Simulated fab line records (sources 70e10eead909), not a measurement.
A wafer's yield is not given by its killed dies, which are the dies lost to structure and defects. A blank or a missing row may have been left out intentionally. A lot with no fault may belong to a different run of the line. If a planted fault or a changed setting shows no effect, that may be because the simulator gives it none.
8D (eight disciplines) problem report, filled in by code -- flow nand-harc -- the parts of the form that need people (team, actions taken, sign-off) are left out

## 1. WHAT IS WRONG
Wafers without a fault read 66, standard deviation 22; killed-dies at NHARC_END_SORT_01 reads a mean of 656 on 3 wafers belonging to 3 lots. That is +27 standard deviations from the usual mean.
First seen on wafer L327.4, day 30 00:32, on prober-02. The record holds 6 wafers of 3 lots with a number at this step. The rule behind "out" and "out of limits": a value lying over 4 standard deviations away from the usual mean. The rest of the wafers with a number are treated as sound.

## 2. WHAT IT IS AND WHAT IT IS NOT
question,is,is not
which readings at this step,"killed-dies, killed-at-array","killed-at-other, killed-at-periphery, killed-short"
which lots,"L327, L329, L331",-
which wafers of those lots,"L327.4, L329.6, L331.4","L327.2, L329.2, L331.3"
read on which gauges,prober-02,-
when,from day 30 00:32,"up to then (1 sound wafer); but 2 sound wafers of L329, L331 came after"

## 3. SUSPECTS, AND WHAT RULES EACH OUT
Counting: any tool at a process step up to the reading remains a suspect provided it ran every lot that is out. Sound lots after the first of them don't rule it out here, since some wafers of a struck lot are sound.
- the gauge at NHARC_END_SORT_01: ruled out. All the wafers that are out were read on prober-02, but those of them that NHARC_A_STAIRCASE_TRIM_22 has rows for are out there too, on other tools.
- rie-diel-01 at NHARC_A_STAIRCASE_ETCH_15 (etches the open film in C4F8/O2, target depth 100 nm, time 40.5 s): kept. It ran every lot that is out, first L327 (day 21 19:09). NHARC_A_STAIRCASE_ETCH_15 gives no start for some lots, so the hours and the order of its lots are those of NHARC_A_STAIRCASE_TRIM_22.
- rie-diel-01 at NHARC_A_STAIRCASE_TRIM_22 (chemistry O2, time 211.2 s): kept. It ran every lot that is out, first L327 (day 21 19:09). Its own readings are out on those wafers: run-length-s.
- rie-diel-01 at NHARC_A_STAIRCASE_ETCH_25 (etches the open film in C4F8/O2, target depth 100 nm, time 40.5 s): kept. It ran every lot that is out, first L327 (day 29 22:58). NHARC_A_STAIRCASE_ETCH_25 gives no start for some lots, so the hours and the order of its lots are those of NHARC_END_SORT_01.
- rie-diel-01 at NHARC_A_STAIRCASE_TRIM_26 (chemistry O2, time 211.2 s): kept. It ran every lot that is out, first L327 (day 29 22:58). NHARC_A_STAIRCASE_TRIM_26 gives no start for some lots, so the hours and the order of its lots are those of NHARC_END_SORT_01.
- Within rie-diel-01 at NHARC_A_STAIRCASE_ETCH_15: the wafers that are out ran in chambers 0, 2; their sound lot-mates ran in chambers 1, 3.
Left after counting: rie-diel-01 at NHARC_A_STAIRCASE_ETCH_15, rie-diel-01 at NHARC_A_STAIRCASE_TRIM_22, rie-diel-01 at NHARC_A_STAIRCASE_ETCH_25, rie-diel-01 at NHARC_A_STAIRCASE_TRIM_26.

## 4. THE CAUSE (what the simulator had put in)
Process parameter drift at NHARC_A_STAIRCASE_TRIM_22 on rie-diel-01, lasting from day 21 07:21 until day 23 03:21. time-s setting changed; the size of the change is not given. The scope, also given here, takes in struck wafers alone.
4 suspects survive the count, and this tool is in that group.

## 5. THE CHAIN OF EFFECTS, in route order
Each row: a reading where the mean over the struck wafers with a number is more than 3 standard deviations away from the usual. Only readings for which the record gives a usual standard deviation are gone through. hours: the time from each lot's start at the first step in this table that gives one to its start at this step, as a median over the lots. sigmas: the change in usual standard deviations.
hours,step,reading,usual,on struck wafers,change,sigmas
0,NHARC_A_STAIRCASE_TRIM_22,run-length-s,232.3 s,298.6,+66.3,+99 or more
208,NHARC_END_SORT_01,killed-at-array,61,648,+587,+26
208,NHARC_END_SORT_01,killed-dies,66,656,+590,+27
Its process steps:
- NHARC_A_STAIRCASE_TRIM_22: chemistry O2, time 211.2 s.

## 6. WHAT WOULD HAVE CAUGHT IT SOONER
In this record the first reading out of limits at a measuring or inspecting step was taken at day 30 00:32, 209 hours after the fault began at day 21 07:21.
Tool's own readings at NHARC_A_STAIRCASE_TRIM_22, run-length-s: out on all struck wafers the step has rows for; an alarm limit on them would have tripped on the first.
The start of NHARC_A_STAIRCASE_TRIM_22 on rie-diel-01 came by day 30 00:32 for every one of the lots that are out (3). Tool hold at that time: it would have spared none of them.
